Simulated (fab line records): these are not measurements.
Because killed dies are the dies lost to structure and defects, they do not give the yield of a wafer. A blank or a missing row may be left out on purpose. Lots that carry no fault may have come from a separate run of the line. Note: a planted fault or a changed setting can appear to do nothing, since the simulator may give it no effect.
Matching of chambers / flow n5_finfet / 3 sister chambers for N5_BEOL_M10_DEP_56 on pecvd-04
The step deposits SiCN from 3MS/NH3, target thk 15 nm, time 26.5 s. 6 wafers are shown with their chamber, then 10 later ones without.

WAFERS PAIRED WITH THEIR CHAMBERS
wafer=L083.6; chamber=2; throttle_valve_pct (%)=8.4; showerhead_plenum_p_Torr (Torr)=3.678
wafer=L085.6; chamber=2; throttle_valve_pct (%)=8.8; showerhead_plenum_p_Torr (Torr)=3.671
wafer=L086.1; chamber=1; throttle_valve_pct (%)=9.2; showerhead_plenum_p_Torr (Torr)=3.647
wafer=L086.5; chamber=0; throttle_valve_pct (%)=8.5; showerhead_plenum_p_Torr (Torr)=3.669
wafer=L089.2; chamber=0; throttle_valve_pct (%)=8.4; showerhead_plenum_p_Torr (Torr)=3.667
wafer=L089.5; chamber=1; throttle_valve_pct (%)=9.3; showerhead_plenum_p_Torr (Torr)=3.648

WAFERS WITHOUT THEIR CHAMBER
wafer=L089.6; throttle_valve_pct (%)=8.4; showerhead_plenum_p_Torr (Torr)=3.680
wafer=L090.2; throttle_valve_pct (%)=8.9; showerhead_plenum_p_Torr (Torr)=3.669
wafer=L090.5; throttle_valve_pct (%)=8.6; showerhead_plenum_p_Torr (Torr)=3.670
wafer=L090.6; throttle_valve_pct (%)=9.3; showerhead_plenum_p_Torr (Torr)=3.640
wafer=L094.1; throttle_valve_pct (%)=8.4; showerhead_plenum_p_Torr (Torr)=3.658
wafer=L094.3; throttle_valve_pct (%)=9.3; showerhead_plenum_p_Torr (Torr)=3.649
wafer=L094.5; throttle_valve_pct (%)=8.6; showerhead_plenum_p_Torr (Torr)=3.678
wafer=L095.3; throttle_valve_pct (%)=9.0; showerhead_plenum_p_Torr (Torr)=3.646
wafer=L095.4; throttle_valve_pct (%)=8.4; showerhead_plenum_p_Torr (Torr)=3.656
wafer=L095.5; throttle_valve_pct (%)=9.1; showerhead_plenum_p_Torr (Torr)=3.661

THE CHAMBER EACH PASSED THROUGH
wafer=L089.6; from the rows above=can't be placed: 2 or 0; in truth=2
wafer=L090.2; from the rows above=can't be placed: 2 or 0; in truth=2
wafer=L090.5; from the rows above=can't be placed: 0 or 2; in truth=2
wafer=L090.6; from the rows above=1; in truth=1
wafer=L094.1; from the rows above=0; in truth=0
wafer=L094.3; from the rows above=1; in truth=1
wafer=L094.5; from the rows above=2; in truth=2
wafer=L095.3; from the rows above=1; in truth=1
wafer=L095.4; from the rows above=can't be placed: 0 or 1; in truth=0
wafer=L095.5; from the rows above=can't be placed: 0 or 1 or 2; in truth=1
Correct placement for 5 of the 10. Cannot be placed on the basis of these rows: 5; the candidates contain the true chamber in 5. Placed wrongly: 0.
How it was worked out, from the rows above alone: a wafer's distance from a chamber is the root of the sum, over the readings, of the square of ((its reading less the chamber's mean) divided by the reading's scatter). If the next closest chamber is less than 2 further off than the closest, the wafer can't be placed; otherwise it belongs to the closest. The mean given for a chamber averages the wafers shown for that chamber. The scatter is the square root of a quotient: the sum, over the shown wafers, of each reading's squared deviation from its chamber's mean, divided by wafers minus chambers.
